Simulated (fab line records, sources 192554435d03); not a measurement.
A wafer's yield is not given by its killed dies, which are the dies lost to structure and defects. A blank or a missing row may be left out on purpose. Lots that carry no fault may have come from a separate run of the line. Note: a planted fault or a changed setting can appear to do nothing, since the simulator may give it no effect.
fab line records	flow n5_finfet
[record] lots = 11	wafers = 30	last_day = 19
route steps=1938 shown BEOL_M5@1135 PASSIVATION@1936
lots that met no fault: from a run of the same line without faults
start_h: start of the lot's first displayed wafer, in hours after the record's first day	wait_h: hours elapsed since this lot's preceding step	" as in the row above	L1.1+2: a single row standing in for several wafers	- either no value or no given start	* or withheld: withheld	< > ~ a bound
route shown NAME@n: names a module that has steps shown in the file, with the first one's number in the route	usual: average and standard deviation across the fault-free wafers	same: alike in all rows	chamber/n: place in a boat	sites: each site's reading	_std_site: how widely they spread, as a standard deviation	_edge_site: the outer-site mean with the inner-site mean subtracted	radius_mm: how far each site lies from the wafer's centre	mask NAME#n: copy n	behind: the tool/chamber that last shaped the wafer	hold: what put the lot on hold/how long, in hours/how the hold closed	device: the transistor (n, p or np) that didn't switch	end of line: the same wafers' tests at the end of the route	step lacking rows: just its recipe	killed: dies lost to structure and defects at the first sort, not the wafer's yield	map: per-die view of a wafer (x killed, . not killed, _ where there is no die)
set.NAME: setting as actually run; set.NAME@STEP: the setting as run at that earlier step	model.NAME: the simulator's own value behind a step, which no gauge read
steps of the route over a sample of lots; a table a step, a row a wafer
services: from which hour (start_h, from the record's first day; less than 0 if before it) a tool's chamber was out of use, for how many hours, and why
[[steps]]
[step N5_BEOL_M5_STRIP_64]
[recipe] chemistry = CF4	resist = SiARC	power_w = 300	bias_power_w = 75	pressure_mtorr = 50	cf4_flow_sccm = 150	rf_frequency_hz = 6e+07
[usual] drypump_motor_current_A = 5.8/0.55	oes_product_au = 0.75/0.066	rf_vpp_V = 271.1/1.5	showerhead_plenum_p_Torr = 1.79/0.054	throttle_valve_pct = 13.66/0.28
lot.wafer	tool	chamber	start_h	wait_h	drypump_motor_current_A	oes_product_au	rf_hours_counter_h	rf_vpp_V	showerhead_plenum_p_Torr	throttle_valve_pct
L145.3	rie_diel-01	0	202.87	0.0	6.1	0.92	5	270.7	1.76	13.08
L145.5	"	3	"	"	6.2	0.74	-	273.5	1.86	13.43
L145.6	"	2	"	"	5.7	0.75	-	273.6	1.84	13.70
L146.2	rie_diel-04	1	208.64	0.0	6.1	0.78	128	269.6	1.73	13.88
L146.3	"	3	"	"	5.9	0.72	177	271.6	1.77	13.70
L146.5	"	2	"	"	5.2	0.94	-	270.1	1.77	13.28
L147.1	rie_diel-03	0	209.35	0.0	5.0	0.72	162	272.2	1.78	13.80
L147.2	"	3	"	"	6.3	0.83	71	270.0	1.74	13.38
L147.6	"	1	"	"	6.1	0.72	-	271.7	1.84	13.78
L150.1	rie_diel-01	1	241.71	0.0	6.2	0.69	207	268.1	1.72	13.88
L150.3	"	2	"	"	5.7	0.74	182	272.3	1.84	13.77
L150.6	"	0	"	"	6.1	0.88	-	271.2	1.75	13.09
L152.1	rie_diel-04	0	245.54	0.0	5.9	0.68	231	271.7	1.83	13.53
L152.2	"	3	"	"	6.0	0.72	189	269.8	1.76	13.73
L152.5	"	0	"	"	5.9	0.67	-	272.2	1.83	13.52
L158.2	rie_diel-03	2	268.05	0.0	4.7	0.74	173	272.4	1.86	13.96
L158.3	"	3	"	"	6.4	0.81	90	269.4	1.73	13.43
L156.1	rie_diel-03	1	278.70	0.0	6.1	0.71	223	270.4	1.84	13.82
L156.6	"	1	"	"	6.1	0.71	-	271.7	1.84	13.83
L160.1	rie_diel-01	3	287.92	0.0	6.2	0.72	202	273.8	1.86	13.51
L160.3	"	2	"	"	5.7	0.73	199	272.4	1.84	13.79
L165.1	rie_diel-03	2	331.61	0.0	4.7	0.72	194	271.4	1.85	14.02
L165.2	"	0	"	"	5.0	0.69	203	270.1	1.77	13.91
L165.5	"	3	"	"	6.3	0.79	-	270.7	1.73	13.48
L167.1	rie_diel-04	0	346.21	0.0	5.9	0.96	2	272.2	1.83	12.96
L167.3	"	1	"	"	6.1	0.74	174	270.8	1.72	13.96
L167.4	"	2	"	"	5.2	0.84	49	270.1	1.76	13.38
L168.1	rie_diel-01	1	350.21	0.0	6.2	0.67	242	268.5	1.71	13.94
L168.3	"	3	"	"	6.2	0.70	221	271.3	1.85	13.55
L168.6	"	2	"	"	5.7	0.72	-	272.5	1.83	13.83
[step N5_BEOL_M5_ETCH_75]
[recipe] chemistry = N2/H2	target = underlayer	target_depth_a = 65	mask_material = CAR-EUV	time_s = 5.2	ion_energy_ev = 200	pressure_mtorr = 30	source_w = 840	bias_w = 150	n2_flow_sccm = 200	h2_flow_sccm = 200	ends = cleared
[usual] drypump_motor_current_A = 5.8/0.55	etch_rf_on_time_s = 5.22/0.15	h2_flow_sccm = 199.9/0.56	oes_product_au = 0.64/0.063	rf_vpp_V = 523.7/2.7	showerhead_plenum_p_Torr = 2.55/0.076	throttle_valve_pct = 18.02/0.3
lot.wafer	tool	chamber	start_h	wait_h	drypump_motor_current_A	etch_rf_on_time_s	h2_flow_sccm	oes_product_au	rf_hours_counter_h	rf_vpp_V	showerhead_plenum_p_Torr	throttle_valve_pct
L145.3	rie_diel-04	3	204.66	0.0	5.9	5.28	199.8	0.62	176	519.3	2.54	18.06
L145.5	"	3	"	"	6.0	5.23	199.6	0.62	-	522.3	2.54	18.05
L145.6	"	1	"	"	6.1	5.26	199.9	0.66	-	521.5	2.46	18.40
L146.2	rie_diel-04	2	209.99	0.0	5.2	5.11	199.3	0.80	4	523.9	2.51	17.71
L146.3	"	3	"	"	6.0	5.21	199.2	0.63	177	524.8	2.54	18.04
L146.5	"	2	"	"	5.3	5.08	199.6	0.81	-	523.9	2.51	17.73
L147.1	rie_diel-01	0	210.14	0.0	6.1	5.28	200.1	0.78	6	523.5	2.51	17.35
L147.2	"	1	"	"	6.3	5.29	200.2	0.60	197	521.6	2.44	18.22
L147.6	"	1	"	"	6.2	5.26	200.2	0.60	-	520.0	2.44	18.18
L150.1	rie_diel-03	0	244.30	0.0	5.0	5.22	199.8	0.61	173	523.3	2.55	18.29
L150.3	"	1	"	"	6.1	5.39	200.3	0.60	213	526.8	2.63	18.05
L150.6	"	0	"	"	5.0	5.13	200.8	0.62	-	521.2	2.55	18.30
L152.1	rie_diel-03	0	247.02	0.0	5.0	5.16	201.0	0.61	174	525.0	2.55	18.28
L152.2	"	3	"	"	6.4	4.95	199.6	0.72	82	523.0	2.46	17.70
L152.5	"	1	"	"	6.1	5.39	198.8	0.59	-	525.8	2.63	18.08
L158.2	rie_diel-03	2	270.72	0.0	4.7	5.36	199.8	0.62	174	525.6	2.64	18.21
L158.3	"	1	"	"	6.1	5.40	199.3	0.59	221	525.2	2.63	18.07
L156.1	rie_diel-01	0	280.30	0.0	6.2	5.29	199.7	0.73	29	521.0	2.50	17.40
L156.6	"	1	"	"	6.2	5.29	199.8	0.58	-	522.4	2.43	18.23
L160.1	rie_diel-03	2	290.65	0.0	4.7	5.45	199.7	0.61	179	525.4	2.63	18.22
L160.3	"	1	"	"	6.1	5.53	199.6	0.58	227	526.6	2.62	18.05
L165.1	rie_diel-04	3	333.04	0.0	6.0	5.20	200.0	0.60	217	521.6	2.52	18.16
L165.2	"	1	"	"	6.1	5.28	200.7	0.63	168	519.4	2.45	18.46
L165.5	"	1	"	"	6.1	5.25	200.1	0.64	-	518.6	2.45	18.50
L167.1	rie_diel-03	0	348.51	0.0	5.0	5.18	199.8	0.59	205	525.6	2.54	18.37
L167.3	"	1	"	"	6.1	5.46	199.7	0.58	242	526.4	2.62	18.13
L167.4	"	3	"	"	6.3	5.04	199.0	0.68	118	517.8	2.45	17.79
L168.1	rie_diel-04	1	351.91	0.0	6.1	5.32	199.8	0.63	175	519.0	2.44	18.50
L168.3	"	2	"	"	5.3	5.15	199.3	0.74	51	522.0	2.49	17.80
L168.6	"	3	"	"	5.9	5.17	200.4	0.59	-	523.4	2.52	18.15
[step N5_BEOL_M5_ETCH_67]
[recipe] chemistry = CF4	target = SiARC	target_depth_a = 156	mask_material = CAR-EUV	time_s = 26	ion_energy_ev = 80	pressure_mtorr = 40	source_w = 545	bias_w = 36	Ar_flow_sccm = 100	cf4_flow_sccm = 100	ends = cleared
[usual] drypump_motor_current_A = 5.8/0.55	etch_rf_on_time_s = 26.1/0.75	mfc_ar_sccm = 100.03/0.29	oes_product_au = 0.64/0.063	rf_vpp_V = 184.0/1.1	showerhead_plenum_p_Torr = 2.14/0.063	throttle_valve_pct = 15.72/0.26
lot.wafer	tool	chamber	start_h	wait_h	drypump_motor_current_A	etch_rf_on_time_s	mfc_ar_sccm	oes_product_au	rf_hours_counter_h	rf_vpp_V	showerhead_plenum_p_Torr	throttle_valve_pct
L145.3	rie_diel-04	3	204.67	0.0	6.0	25.9	100.44	0.63	176	183.4	2.12	15.74
L145.5	"	3	"	"	5.9	26.0	99.96	0.62	-	183.0	2.12	15.75
L145.6	"	1	"	"	6.1	26.1	100.15	0.67	-	182.2	2.06	15.91
L146.2	rie_diel-04	2	210.00	0.0	5.2	25.4	100.02	0.82	4	184.1	2.11	15.36
L146.3	"	3	"	"	5.9	26.3	100.51	0.62	177	183.6	2.12	15.76
L146.5	"	2	"	"	5.2	25.4	100.54	0.82	-	185.6	2.11	15.37
L147.1	rie_diel-01	0	210.16	0.0	6.2	26.4	99.90	0.78	7	183.3	2.10	15.12
L147.2	"	1	"	"	6.2	25.9	100.16	0.60	197	182.6	2.05	15.87
L147.6	"	1	"	"	6.2	26.4	100.33	0.60	-	182.4	2.05	15.86
L150.1	rie_diel-03	0	244.31	0.0	5.0	25.9	99.52	0.62	173	185.3	2.13	15.91
L150.3	"	1	"	"	6.1	27.2	100.05	0.60	213	183.0	2.20	15.81
L150.6	"	0	"	"	5.0	25.8	99.84	0.61	-	181.9	2.13	15.91
L152.1	rie_diel-03	0	247.03	0.0	5.0	25.9	99.93	0.61	174	183.1	2.13	15.92
L152.2	"	3	"	"	6.4	34.5	100.06	0.61	82	184.3	2.08	15.48
L152.5	"	1	"	"	6.1	27.0	99.25	0.60	-	185.4	2.20	15.82
L158.2	rie_diel-03	2	270.74	0.0	4.7	37.9	100.06	0.52	174	185.7	2.22	16.01
L158.3	"	1	"	"	6.1	37.7	99.94	0.50	221	183.9	2.20	15.82
L156.1	rie_diel-01	0	280.32	0.0	6.2	26.5	99.34	0.74	29	183.0	2.09	15.16
L156.6	"	1	"	"	6.2	26.2	100.10	0.58	-	182.8	2.04	15.90
L160.1	rie_diel-03	2	290.66	0.0	4.7	27.0	100.51	0.62	179	184.1	2.22	16.03
L160.3	"	1	"	"	6.1	38.0	100.10	0.50	227	183.8	2.20	15.83
L165.1	rie_diel-04	3	333.06	0.0	5.9	26.1	99.81	0.60	217	184.4	2.11	15.82
L165.2	"	1	"	"	6.1	26.4	99.81	0.63	168	182.8	2.05	15.97
L165.5	"	1	"	"	6.1	26.3	99.97	0.64	-	183.3	2.05	15.97
L167.1	rie_diel-03	0	348.53	0.0	5.0	26.2	99.85	0.59	205	184.7	2.12	15.98
L167.3	"	1	"	"	6.1	27.3	99.59	0.59	242	184.9	2.19	15.88
L167.4	"	3	"	"	6.4	25.1	100.05	0.68	118	183.1	2.06	15.55
L168.1	rie_diel-04	1	351.92	0.0	6.0	26.5	99.88	0.63	175	183.6	2.04	15.98
L168.3	"	2	"	"	5.2	25.9	99.87	0.73	51	184.0	2.10	15.46
L168.6	"	3	"	"	5.9	26.1	100.29	0.60	-	184.3	2.11	15.84
[step N5_BEOL_M5_OCD_MEAS_38]
[usual] trench_depth_nm = 71.2/1.6
lot.wafer	tool	chamber	start_h	wait_h	trench_depth_nm
L145.3	ocd-02	-	205.04	-	71.0
L145.5	"	-	"	"	71.4
L145.6	"	-	"	"	71.4
L146.2	ocd-02	-	210.37	-	71.0
L146.3	"	-	"	"	70.4
L146.5	"	-	"	"	71.6
L147.1	ocd-02	-	210.53	-	72.0
L147.2	"	-	"	"	71.3
L147.6	"	-	"	"	71.6
L150.1	ocd-02	-	244.68	-	69.9
L150.3	"	-	"	"	69.4
L150.6	"	-	"	"	70.2
L152.1	ocd-02	-	247.40	-	70.8
L152.2	"	-	"	"	73.5
L152.5	"	-	"	"	70.5
L158.2	ocd-01	-	271.11	-	70.0
L158.3	"	-	"	"	69.2
L156.1	ocd-01	-	280.68	-	72.0
L156.6	"	-	"	"	70.7
L160.1	ocd-02	-	291.03	-	68.8
L160.3	"	-	"	"	68.9
L165.1	ocd-02	-	333.42	-	71.8
L165.2	"	-	"	"	69.7
L165.5	"	-	"	"	70.6
L167.1	ocd-02	-	348.90	-	71.3
L167.3	"	-	"	"	69.6
L167.4	"	-	"	"	73.1
L168.1	ocd-01	-	352.29	-	68.6
L168.3	"	-	"	"	72.3
L168.6	"	-	"	"	71.9
[step N5_PASSIVATION_PROBE_49]
[usual] defect_limited_yield = 91.6/1.4	killed_at_M0_to_M3 = 33/10	killed_at_M4_up = 13/5.3	killed_at_contacts = 13/5.9	killed_at_front_end = 36/12	killed_at_other = 4/3.1	killed_dies = 99/16	killed_on_rim = 13/4.2	killed_open = 65/13	killed_short = 32/7.3	sort_bin_5_function = 4.9/0.9	sort_bin_6_memory = 3.1/0.66	sort_bin_8_speed = 0.0/0.42	sort_n_pass = 1081/17	sort_yield_pct = 91.6/1.4
[same] gross_dies = 1180	killed_at_back_side = 0	sort_bin_4_leakage[%] = 0
lot.wafer	tool	chamber	start_h	wait_h	defect_limited_yield[%]	killed_at_M0_to_M3	killed_at_M4_up	killed_at_contacts	killed_at_front_end	killed_at_other	killed_dies	killed_on_rim	killed_open	killed_short	sort_bin_5_function[%]	sort_bin_6_memory[%]	sort_bin_8_speed[%]	sort_n_pass	sort_yield_pct[%]
L158.2	prober-02	-	365.97	0.1	90.8	37	20	12	37	2	108	18	83	24	6.4	2.6	0	1072	90.8
L158.3	prober-02	-	366.02	0.1	92.5	38	14	18	16	2	88	13	56	30	4.8	2.5	0	1092	92.5
// killed by level:class
L158.2 BEOL_M3:geometric_particle:open=14 MOL_CONTACT_COAG:geometric_particle:open=12 BEOL_M4:geometric_particle:open=10 BEOL_M0_SAQP:geometric_particle:open=9 GATE_CUT:geometric_particle:open=8 GATE_CUT:geometric_particle:short=7 DUMMY_GATE:geometric_particle:open=5 FIN_SAQP:geometric_particle:open=4
L158.3 BEOL_M3:geometric_particle:open=17 MOL_CONTACT_COAG:geometric_particle:open=12 BEOL_M0_SAQP:geometric_particle:short=8 BEOL_M4:geometric_particle:open=6 STI_FIN_REVEAL:geometric_particle:open=5 MOL_CONTACT_COAG:geometric_particle:short=5 BEOL_M3:geometric_particle:short=5 FIN_SAQP:geometric_particle:short=3
[[services]]
tool	chamber	start_h	hours	kind
rie_diel-03	-	179.33	2.8	pm
rie_diel-04	2	200.78	4.9	repair
rie_diel-04	0	210.17	13.3	repair
rie_diel-01	3	288.09	4.2	repair
rie_diel-04	0	309.05	-	clean
rie_diel-04	0	309.05	-	consumable_replace:focus_ring
[[key]]
[first_sign] step = N5_BEOL_M5_ETCH_67	reading = etch_rf_on_time_s	direction = up	sigmas = 14	usual = *	struck = *
[effect] step = N5_BEOL_M5_ETCH_67	reading = oes_product_au	direction = down	sigmas = 1.8	usual = 0.64	struck = 0.53
met_at N5_BEOL_M5_ETCH_67
struck_lots L152,L158,L160
struck_wafers L152.2,L158.2,L158.3,L160.3
not_acting_at N5_BEOL_M5_STRIP_64,N5_BEOL_M5_ETCH_75,N5_BEOL_M5_OCD_MEAS_38
onset_between 244.31 247.03
[fault] kind = process_parameter_drift	tool = rie_diel-03	chamber = -	onset_h = 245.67	steps = N5_BEOL_M5_ETCH_67	channel = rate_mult	offset = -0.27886	shape = step	end_h = 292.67	scope = struck_wafers_only
